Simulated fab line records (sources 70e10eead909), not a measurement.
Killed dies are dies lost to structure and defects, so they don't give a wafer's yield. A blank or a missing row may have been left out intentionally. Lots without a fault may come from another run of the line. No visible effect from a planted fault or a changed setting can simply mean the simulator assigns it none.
fab line records | flow nand_harc
[record] lots = 15 | wafers = 43 | last_day = 33
route steps=1302 shown A_STAIRCASE@704
lots that met no fault: from a run of the same line without faults
start_h: hours from the record's opening day to when the first of the lot's shown wafers began | wait_h: hours since the lot's step before | " same as the row above | L1.1+2: several wafers, shown together as one row | - no value, or no start given | * or withheld: withheld | < > ~ a bound
route shown NAME@n: a module of which the file shows steps, and the number in the route of the first | usual: the fault-free wafers' mean and standard deviation | same: alike in all rows | chamber/n: place in a boat | sites: the reading at each site | _std_site: the standard deviation of these | _edge_site: inner sites' mean taken away from outer sites' mean | radius_mm: how far each site lies from the wafer's centre | mask NAME#n: copy n | behind: the tool/chamber that last shaped the wafer | hold: what put the lot on hold/how long, in hours/how the hold closed | device: names the non-switching transistor (n, p or np) | end of line: the tests these same wafers got at the end of their route | a step given without rows: its recipe and nothing more | killed: count of dies lost to structure and defects at first sort (not the wafer's yield) | map: a wafer's dies, marking killed ones x, the rest . and places with no die _
set.NAME: the run value of the setting; set.NAME@STEP: its run value at that earlier step | model.NAME: the simulator's own value behind a step, which no gauge read
the route's steps for a sample of lots (tables are steps, rows are wafers)
services: the hour from which a tool's chamber was out of use, counted from the record's first day as start_h (under 0 if before that day), plus the number of hours and why
[[steps]]
[step NHARC_A_STAIRCASE_ETCH_190]
[recipe] target_depth_a = 1000 | time_s = 40.5 | ion_energy_ev = 400 | c4f8_flow_sccm = 20 | o2_flow_sccm = 10 | ar_flow_sccm = withheld | rf_w = 600 | bias_w = 1000 | chemistry = C4F8/O2
[usual] oes_product_au = 0.944/0.012 | rf_vpp_V = 893/4.2
lot.wafer | tool        | chamber | start_h | wait_h | oes_product_au | rf_hours_counter_h | rf_vpp_V
L140.1    | rie_diel-01 | 2       | -       | -      | 0.929          | 45                 | 887
L140.4    | "           | 3       | "       | "      | 0.955          | 41                 | 893
L140.3    | "           | 0       | "       | "      | 0.941          | 45                 | 890
L141.3    | rie_diel-04 | 0       | -       | -      | 0.959          | 13                 | 903
L141.2    | "           | 1       | "       | "      | 0.942          | 13                 | 894
L141.6    | "           | 0       | "       | "      | 0.962          | -                  | 905
L143.2    | rie_diel-08 | 1       | -       | -      | 0.929          | 9                  | 897
L143.5    | "           | 0       | "       | "      | 0.948          | -                  | 891
L143.6    | "           | 1       | "       | "      | 0.949          | -                  | 896
L149.1    | rie_diel-08 | 2       | -       | -      | 0.932          | 27                 | 892
L149.5    | "           | 2       | "       | "      | 0.932          | -                  | 894
L149.6    | "           | 3       | "       | "      | 0.936          | -                  | 893
L150.2    | rie_diel-08 | 1       | -       | -      | 0.960          | 32                 | 896
L150.3    | "           | 3       | "       | "      | 0.946          | 28                 | 892
L151.5    | rie_diel-08 | 2       | -       | -      | 0.922          | -                  | 893
L151.6    | "           | 3       | "       | "      | 0.926          | -                  | 893
L153.2    | rie_diel-04 | 2       | -       | -      | 0.939          | 54                 | 892
L153.4    | "           | 3       | "       | "      | 0.943          | 54                 | 897
L153.1    | "           | 0       | "       | "      | 0.977          | 56                 | 903
L154.3    | rie_diel-04 | 3       | -       | -      | 0.944          | 56                 | 898
L154.4    | "           | 0       | "       | "      | 0.940          | 58                 | 903
L154.6    | "           | 1       | "       | "      | 0.950          | -                  | 892
L156.1    | rie_diel-01 | 0       | -       | -      | 0.942          | 39                 | 890
L156.5    | "           | 1       | "       | "      | 0.945          | -                  | 892
L156.6    | "           | 2       | "       | "      | 0.931          | -                  | 887
L157.2    | rie_diel-01 | 2       | -       | -      | 0.946          | 45                 | 886
L157.6    | "           | 1       | "       | "      | 0.962          | -                  | 891
L157.5    | "           | 2       | "       | "      | 0.936          | -                  | 885
L158.2    | rie_diel-08 | 1       | -       | -      | 0.927          | 61                 | 896
L158.3    | "           | 2       | "       | "      | 0.920          | 59                 | 893
L158.4    | "           | 2       | "       | "      | 0.924          | -                  | 892
L160.3    | rie_diel-01 | 2       | -       | -      | 0.934          | 57                 | 885
L160.2    | "           | 1       | "       | "      | 0.969          | 56                 | 891
L160.5    | "           | 2       | "       | "      | 0.941          | -                  | 887
L161.3    | rie_diel-04 | 0       | -       | -      | 0.962          | 14                 | 903
L161.2    | "           | 1       | "       | "      | 0.976          | 13                 | 893
L161.1    | "           | 2       | "       | "      | 0.935          | 13                 | 890
L163.2    | rie_diel-04 | 1       | -       | -      | 0.962          | 16                 | 892
L163.4    | "           | 2       | "       | "      | 0.932          | 16                 | 890
L163.6    | "           | 2       | "       | "      | 0.935          | -                  | 892
L162.2    | rie_diel-04 | 1       | -       | -      | 0.960          | 17                 | 892
L162.4    | "           | 2       | "       | "      | 0.942          | 16                 | 890
L162.1    | "           | 3       | "       | "      | 0.950          | 17                 | 896
[step NHARC_A_STAIRCASE_ETCH_192]
[recipe] target_depth_a = 1000 | time_s = 40.5 | ion_energy_ev = 400 | c4f8_flow_sccm = 20 | o2_flow_sccm = 10 | ar_flow_sccm = withheld | rf_w = 600 | bias_w = 1000 | chemistry = C4F8/O2
[usual] oes_product_au = 0.943/0.012 | rf_vpp_V = 893/4.1
lot.wafer | tool        | chamber | start_h | wait_h | oes_product_au | rf_hours_counter_h | rf_vpp_V
L140.1    | rie_diel-01 | 2       | 379.48  | -      | 0.919          | 45                 | 888
L140.3    | "           | 0       | "       | "      | 0.934          | 45                 | 891
L140.4    | "           | 1       | "       | "      | 0.954          | 46                 | 891
L141.2    | rie_diel-04 | 2       | 383.91  | -      | 0.931          | 14                 | 892
L141.3    | "           | 3       | "       | "      | 0.944          | 14                 | 899
L141.6    | "           | 1       | "       | "      | 0.946          | -                  | 894
L143.2    | rie_diel-08 | 2       | 395.63  | -      | 0.928          | 8                  | 894
L143.5    | "           | 2       | "       | "      | 0.934          | -                  | 893
L143.6    | "           | 3       | "       | "      | 0.931          | -                  | 894
L149.1    | rie_diel-08 | 3       | 460.51  | -      | 0.935          | 26                 | 893
L149.5    | "           | 3       | "       | "      | 0.765          | -                  | 894
L149.6    | "           | 0       | "       | "      | 0.936          | -                  | 889
L150.3    | rie_diel-08 | 1       | 464.08  | -      | 0.766          | 32                 | 896
L150.2    | "           | 2       | "       | "      | 0.947          | 29                 | 893
L151.5    | rie_diel-08 | 1       | 476.45  | -      | 0.766          | -                  | 897
L151.6    | "           | 2       | "       | "      | 0.945          | -                  | 893
L153.4    | rie_diel-04 | 0       | 494.55  | -      | 0.953          | 56                 | 903
L153.1    | "           | 2       | "       | "      | 0.934          | 55                 | 891
L153.2    | "           | 3       | "       | "      | 0.942          | 54                 | 898
L154.4    | rie_diel-04 | 2       | 500.87  | -      | 0.926          | 57                 | 891
L154.3    | "           | 3       | "       | "      | 0.943          | 56                 | 897
L154.6    | "           | 3       | "       | "      | 0.954          | -                  | 898
L156.1    | rie_diel-01 | 1       | 512.19  | -      | 0.957          | 42                 | 891
L156.5    | "           | 3       | "       | "      | 0.940          | -                  | 891
L156.6    | "           | 0       | "       | "      | 0.948          | -                  | 891
L157.2    | rie_diel-01 | 2       | 530.25  | -      | 0.942          | 45                 | 887
L157.5    | "           | 3       | "       | "      | 0.934          | -                  | 892
L157.6    | "           | 0       | "       | "      | 0.942          | -                  | 888
L158.2    | rie_diel-08 | 0       | 541.55  | -      | 0.932          | 65                 | 887
L158.3    | "           | 1       | "       | "      | 0.930          | 62                 | 895
L158.4    | "           | 0       | "       | "      | 0.934          | -                  | 888
L160.3    | rie_diel-01 | 1       | 552.38  | -      | 0.959          | 56                 | 892
L160.2    | "           | 3       | "       | "      | 0.951          | 55                 | 891
L160.5    | "           | 0       | "       | "      | 0.951          | -                  | 889
L161.1    | rie_diel-04 | 1       | 581.48  | -      | 0.957          | 13                 | 893
L161.3    | "           | 2       | "       | "      | 0.938          | 13                 | 890
L161.2    | "           | 3       | "       | "      | 0.938          | 14                 | 896
L163.4    | rie_diel-04 | 0       | 591.62  | -      | 0.948          | 18                 | 901
L163.2    | "           | 1       | "       | "      | 0.957          | 17                 | 892
L163.6    | "           | 1       | "       | "      | 0.957          | -                  | 891
L162.1    | rie_diel-04 | 2       | 591.82  | -      | 0.933          | 16                 | 890
L162.2    | "           | 3       | "       | "      | 0.945          | 18                 | 898
L162.4    | "           | 0       | "       | "      | 0.962          | 18                 | 903
[step NHARC_A_STAIRCASE_TRIM_193]
[recipe] time_s = 211.2 | o2_flow_sccm = 500 | ar_flow_sccm = 0 | bias_w = 0 | chemistry = O2
[usual] drypump_motor_current_A = 5.6/0.42 | oes_product_au = 1.002/0.01 | rf_vpp_V = 57.6/0.83 | showerhead_plenum_p_Torr = 3.44/0.11 | throttle_valve_pct = 17.036/0.0089
lot.wafer | tool        | chamber | start_h | wait_h | drypump_motor_current_A | oes_product_au | rf_hours_counter_h | rf_vpp_V | showerhead_plenum_p_Torr | throttle_valve_pct
L140.1    | rie_diel-01 | 0       | -       | -      | 4.9                     | 1.004          | 46                 | 56.9     | 3.37                     | 17.038
L140.4    | "           | 2       | "       | "      | 5.2                     | 0.997          | 45                 | 56.8     | 3.31                     | 17.048
L140.3    | "           | 3       | "       | "      | 5.9                     | 1.004          | 41                 | 56.4     | 3.42                     | 17.046
L141.3    | rie_diel-04 | 3       | -       | -      | 5.4                     | 1.003          | 14                 | 58.9     | 3.60                     | 17.045
L141.2    | "           | 0       | "       | "      | 5.1                     | 1.022          | 14                 | 58.1     | 3.74                     | 17.034
L141.6    | "           | 0       | "       | "      | 5.1                     | 1.016          | -                  | 58.5     | 3.74                     | 17.043
L143.2    | rie_diel-08 | 2       | -       | -      | 5.9                     | 0.984          | 8                  | 57.5     | 3.46                     | 17.046
L143.6    | "           | 2       | "       | "      | 5.9                     | 0.986          | -                  | 57.9     | 3.46                     | 17.037
L143.5    | "           | 3       | "       | "      | 5.8                     | 0.991          | -                  | 57.6     | 3.47                     | 17.037
L149.1    | rie_diel-08 | 0       | -       | -      | 5.3                     | 0.996          | 29                 | 57.9     | 3.31                     | 17.036
L149.6    | "           | 3       | "       | "      | 5.9                     | 0.996          | -                  | 57.7     | 3.46                     | 17.038
L149.5    | "           | 0       | "       | "      | 5.3                     | 0.997          | -                  | 56.8     | 3.31                     | 17.037
L150.3    | rie_diel-08 | 0       | -       | -      | 5.3                     | 1.006          | 31                 | 58.2     | 3.31                     | 17.039
L150.2    | "           | 1       | "       | "      | 5.8                     | 1.006          | 32                 | 57.7     | 3.54                     | 17.037
L151.6    | rie_diel-08 | 1       | -       | -      | 5.8                     | 0.989          | -                  | 56.6     | 3.54                     | 17.030
L151.5    | "           | 2       | "       | "      | 6.0                     | 1.001          | -                  | 57.5     | 3.45                     | 17.030
L153.2    | rie_diel-04 | 1       | -       | -      | 5.5                     | 1.005          | 56                 | 57.8     | 3.44                     | 17.025
L153.4    | "           | 3       | "       | "      | 5.5                     | 1.004          | 54                 | 57.8     | 3.58                     | 17.024
L153.1    | "           | 0       | "       | "      | 5.1                     | 1.008          | 56                 | 59.8     | 3.71                     | 17.046
L154.4    | rie_diel-04 | 2       | -       | -      | 6.2                     | 0.993          | 57                 | 57.2     | 3.40                     | 17.035
L154.3    | "           | 3       | "       | "      | 5.4                     | 0.997          | 56                 | 57.1     | 3.58                     | 17.024
L154.6    | "           | 1       | "       | "      | 5.5                     | 1.016          | -                  | 57.2     | 3.44                     | 17.028
L156.1    | rie_diel-01 | 0       | -       | -      | 5.0                     | 1.004          | 39                 | 57.1     | 3.35                     | 17.052
L156.6    | "           | 2       | "       | "      | 5.2                     | 1.001          | -                  | 58.3     | 3.28                     | 17.047
L156.5    | "           | 3       | "       | "      | 5.9                     | 0.993          | -                  | 57.2     | 3.40                     | 17.045
L157.2    | rie_diel-01 | 3       | -       | -      | 6.0                     | 1.000          | 43                 | 58.8     | 3.39                     | 17.061
L157.6    | "           | 3       | "       | "      | 6.0                     | 1.007          | -                  | 58.1     | 3.39                     | 17.031
L157.5    | "           | 0       | "       | "      | 4.9                     | 1.013          | -                  | 58.1     | 3.35                     | 17.039
L158.2    | rie_diel-08 | 1       | -       | -      | 5.8                     | 1.000          | 62                 | 58.4     | 3.52                     | 17.040
L158.3    | "           | 2       | "       | "      | 5.9                     | 0.989          | 59                 | 58.1     | 3.43                     | 17.027
L158.4    | "           | 1       | "       | "      | 5.9                     | 1.003          | -                  | 58.0     | 3.52                     | 17.035
L160.2    | rie_diel-01 | 3       | -       | -      | 6.0                     | 1.000          | 55                 | 56.0     | 3.39                     | 17.045
L160.3    | "           | 1       | "       | "      | 6.4                     | 1.019          | 56                 | 58.2     | 3.38                     | 17.031
L160.5    | "           | 2       | "       | "      | 5.2                     | 0.998          | -                  | 57.2     | 3.28                     | 17.044
L161.3    | rie_diel-04 | 3       | -       | -      | 5.4                     | 1.006          | 14                 | 58.3     | 3.56                     | 17.050
L161.2    | "           | 0       | "       | "      | 5.1                     | 1.016          | 14                 | 58.2     | 3.70                     | 17.032
L161.1    | "           | 2       | "       | "      | 6.1                     | 1.020          | 13                 | 58.3     | 3.38                     | 17.040
L163.2    | rie_diel-04 | 1       | -       | -      | 5.5                     | 1.019          | 17                 | 57.7     | 3.42                     | 17.029
L163.4    | "           | 2       | "       | "      | 6.1                     | 1.010          | 16                 | 57.9     | 3.38                     | 17.036
L163.6    | "           | 1       | "       | "      | 5.5                     | 1.023          | -                  | 57.9     | 3.42                     | 17.023
L162.4    | rie_diel-04 | 3       | -       | -      | 5.5                     | 1.006          | 18                 | 57.9     | 3.56                     | 17.040
L162.1    | "           | 0       | "       | "      | 5.1                     | 1.011          | 18                 | 58.4     | 3.70                     | 17.039
L162.2    | "           | 2       | "       | "      | 6.1                     | 0.985          | 16                 | 57.2     | 3.38                     | 17.027
[step NHARC_A_STAIRCASE_TRIM_196]
[recipe] time_s = 211.2 | o2_flow_sccm = 500 | ar_flow_sccm = 0 | bias_w = 0 | chemistry = O2
[usual] drypump_motor_current_A = 5.6/0.43 | oes_product_au = 1.000/0.011 | rf_vpp_V = 57.5/0.88 | showerhead_plenum_p_Torr = 3.44/0.12 | throttle_valve_pct = 17.037/0.0089
lot.wafer | tool        | chamber | start_h | wait_h | drypump_motor_current_A | oes_product_au | rf_hours_counter_h | rf_vpp_V | showerhead_plenum_p_Torr | throttle_valve_pct
L140.3    | rie_diel-01 | 0       | 379.90  | 0.1    | 4.9                     | 1.005          | 46                 | 57.3     | 3.37                     | 17.034
L140.1    | "           | 2       | "       | "      | 5.2                     | 0.987          | 45                 | 55.1     | 3.31                     | 17.053
L140.4    | "           | 3       | "       | "      | 6.0                     | 1.011          | 41                 | 55.3     | 3.42                     | 17.036
L141.3    | rie_diel-08 | 2       | 384.59  | 0.2    | 5.9                     | 0.978          | 4                  | 56.6     | 3.46                     | 17.022
L141.2    | "           | 3       | "       | "      | 5.9                     | 0.986          | 3                  | 57.1     | 3.47                     | 17.026
L141.6    | "           | 1       | "       | "      | 5.8                     | 0.988          | -                  | 57.2     | 3.56                     | 17.042
L143.2    | rie_diel-08 | 2       | 396.04  | 0.1    | 5.9                     | 0.985          | 8                  | 57.7     | 3.46                     | 17.039
L143.6    | "           | 2       | "       | "      | 5.9                     | 0.985          | -                  | 56.2     | 3.46                     | 17.047
L143.5    | "           | 3       | "       | "      | 5.9                     | 0.994          | -                  | 56.9     | 3.47                     | 17.050
L149.1    | rie_diel-08 | 3       | 461.07  | 0.1    | 5.9                     | 0.996          | 27                 | 56.1     | 3.45                     | 17.028
L149.6    | "           | 3       | "       | "      | 5.8                     | 0.992          | -                  | 57.6     | 3.46                     | 17.040
L149.5    | "           | 0       | "       | "      | 5.3                     | 1.005          | -                  | 57.4     | 3.32                     | 17.042
L150.3    | rie_diel-08 | 3       | 464.64  | 0.2    | 5.8                     | 1.002          | 28                 | 58.2     | 3.45                     | 17.044
L150.2    | "           | 1       | "       | "      | 5.8                     | 1.000          | 32                 | 58.3     | 3.54                     | 17.041
L151.5    | rie_diel-08 | 1       | 476.93  | 0.1    | 5.8                     | 1.001          | -                  | 58.9     | 3.54                     | 17.024
L151.6    | "           | 2       | "       | "      | 5.9                     | 0.994          | -                  | 58.1     | 3.45                     | 17.038
L153.1    | rie_diel-01 | 2       | 494.96  | 0.1    | 5.2                     | 1.010          | 36                 | 56.9     | 3.29                     | 17.050
L153.4    | "           | 0       | "       | "      | 5.0                     | 0.992          | 34                 | 56.3     | 3.36                     | 17.029
L153.2    | "           | 1       | "       | "      | 6.4                     | 1.013          | 36                 | 58.0     | 3.39                     | 17.043
L154.4    | rie_diel-08 | 3       | 501.40  | 0.2    | 5.9                     | 0.996          | 41                 | 57.4     | 3.45                     | 17.045
L154.3    | "           | 0       | "       | "      | 5.3                     | 1.003          | 43                 | 58.0     | 3.31                     | 17.042
L154.6    | "           | 2       | "       | "      | 5.9                     | 1.003          | -                  | 59.1     | 3.44                     | 17.037
L156.1    | rie_diel-04 | 0       | 512.59  | 0.1    | 5.1                     | 1.019          | 63                 | 58.6     | 3.71                     | 17.029
L156.6    | "           | 0       | "       | "      | 5.1                     | 1.014          | -                  | 57.5     | 3.71                     | 17.032
L156.5    | "           | 1       | "       | "      | 5.5                     | 1.009          | -                  | 57.1     | 3.43                     | 17.045
L157.2    | rie_diel-01 | 1       | 530.64  | 0.1    | 6.4                     | 1.008          | 45                 | 56.6     | 3.38                     | 17.031
L157.6    | "           | 1       | "       | "      | 6.4                     | 1.015          | -                  | 57.4     | 3.38                     | 17.031
L157.5    | "           | 2       | "       | "      | 5.2                     | 0.994          | -                  | 56.6     | 3.28                     | 17.031
L158.3    | rie_diel-08 | 2       | 542.03  | 0.1    | 5.9                     | 0.989          | 59                 | 58.2     | 3.43                     | 17.031
L158.2    | "           | 0       | "       | "      | 5.3                     | 0.997          | 65                 | 56.9     | 3.30                     | 17.030
L158.4    | "           | 0       | "       | "      | 5.3                     | 1.005          | -                  | 55.0     | 3.29                     | 17.015
L160.3    | rie_diel-01 | 3       | 552.80  | 0.1    | 6.0                     | 1.014          | 55                 | 57.6     | 3.39                     | 17.045
L160.2    | "           | 0       | "       | "      | 5.0                     | 0.999          | 56                 | 57.6     | 3.34                     | 17.024
L160.5    | "           | 2       | "       | "      | 5.2                     | 1.000          | -                  | 56.8     | 3.28                     | 17.037
L161.3    | rie_diel-04 | 1       | 581.88  | 0.1    | 5.5                     | 1.018          | 13                 | 56.1     | 3.42                     | 17.040
L161.2    | "           | 3       | "       | "      | 5.5                     | 0.998          | 14                 | 57.6     | 3.56                     | 17.039
L161.1    | "           | 0       | "       | "      | 5.1                     | 1.005          | 15                 | 56.8     | 3.70                     | 17.022
L163.2    | rie_diel-04 | 3       | 592.10  | 0.1    | 5.5                     | 1.008          | 18                 | 57.4     | 3.56                     | 17.034
L163.4    | "           | 0       | "       | "      | 5.1                     | 1.019          | 18                 | 58.4     | 3.70                     | 17.050
L163.6    | "           | 1       | "       | "      | 5.5                     | 1.024          | -                  | 57.1     | 3.42                     | 17.036
L162.1    | rie_diel-01 | 0       | 592.37  | 0.1    | 4.9                     | 0.999          | 12                 | 58.5     | 3.34                     | 17.040
L162.2    | "           | 0       | "       | "      | 4.9                     | 1.008          | -                  | 58.5     | 3.34                     | 17.030
L162.4    | "           | 0       | "       | "      | 4.9                     | 1.005          | -                  | 57.8     | 3.34                     | 17.034
[[services]]
tool        | chamber | start_h | hours | kind
rie_diel-04 | 0       | 363.92  | -     | clean
rie_diel-04 | 1       | 363.92  | -     | clean
rie_diel-04 | 2       | 363.92  | -     | clean
rie_diel-04 | 3       | 363.92  | -     | clean
rie_diel-08 | -       | 368.04  | 9.0   | pm
rie_diel-01 | -       | 380.91  | 9.0   | pm
rie_diel-04 | 0       | 388.74  | -     | clean
rie_diel-04 | 1       | 388.74  | -     | clean
rie_diel-04 | 2       | 388.74  | -     | clean
rie_diel-04 | 3       | 388.74  | -     | clean
rie_diel-04 | 0       | 413.40  | -     | clean
rie_diel-04 | 1       | 413.40  | -     | clean
rie_diel-04 | 2       | 413.40  | -     | clean
rie_diel-04 | 3       | 413.40  | -     | clean
rie_diel-01 | 3       | 415.92  | 2.4   | repair
rie_diel-04 | 0       | 437.90  | -     | clean
rie_diel-04 | 1       | 437.90  | -     | clean
rie_diel-04 | -       | 532.03  | 9.0   | pm
rie_diel-08 | 3       | 538.83  | 31.0  | repair
rie_diel-08 | -       | 545.11  | 9.0   | pm
rie_diel-04 | -       | 557.25  | 0.3   | repair
rie_diel-01 | -       | 557.91  | 9.0   | pm
rie_diel-08 | 2       | 560.10  | 45.4  | repair
rie_diel-01 | 2       | 588.88  | 10.9  | repair
[[key]]
[first_sign] step = NHARC_A_STAIRCASE_ETCH_192 | reading = oes_product_au | direction = down | sigmas = 14 | usual = 0.943 | struck = 0.766
effect none on later readings
met_at NHARC_A_STAIRCASE_ETCH_192
struck_lots L149,L150,L151
struck_wafers L149.5,L150.3,L151.5
later_rows_left_out L149.5,L150.3,L151.5
sort_left_out L149.5,L150.3,L151.5
tester_left_out L149,L150,L151
not_acting_at NHARC_A_STAIRCASE_ETCH_190,NHARC_A_STAIRCASE_TRIM_193,NHARC_A_STAIRCASE_TRIM_196
onset_between 395.63 460.51
[fault] kind = process_parameter_drift | tool = rie_diel-08 | chamber = - | onset_h = 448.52 | steps = NHARC_A_STAIRCASE_ETCH_192 | channel = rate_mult | offset = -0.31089 | shape = step | end_h = 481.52 | scope = struck_wafers_only
// tester_left_out: of these lots the tester's yield and bins aren't shown, on N5 and GAA mostly nor the transistor test; their killed dies are dies lost to structure and defects alone, not to doping, threshold or leakage, so they don't give the yield
// sort_left_out: the simulated sort isn't trusted on such a fault, so these wafers' sort isn't shown, and their yield isn't known
// later_rows_left_out: the simulator's readings of these wafers behind a module that went badly wrong aren't trusted and aren't shown, but for the sort
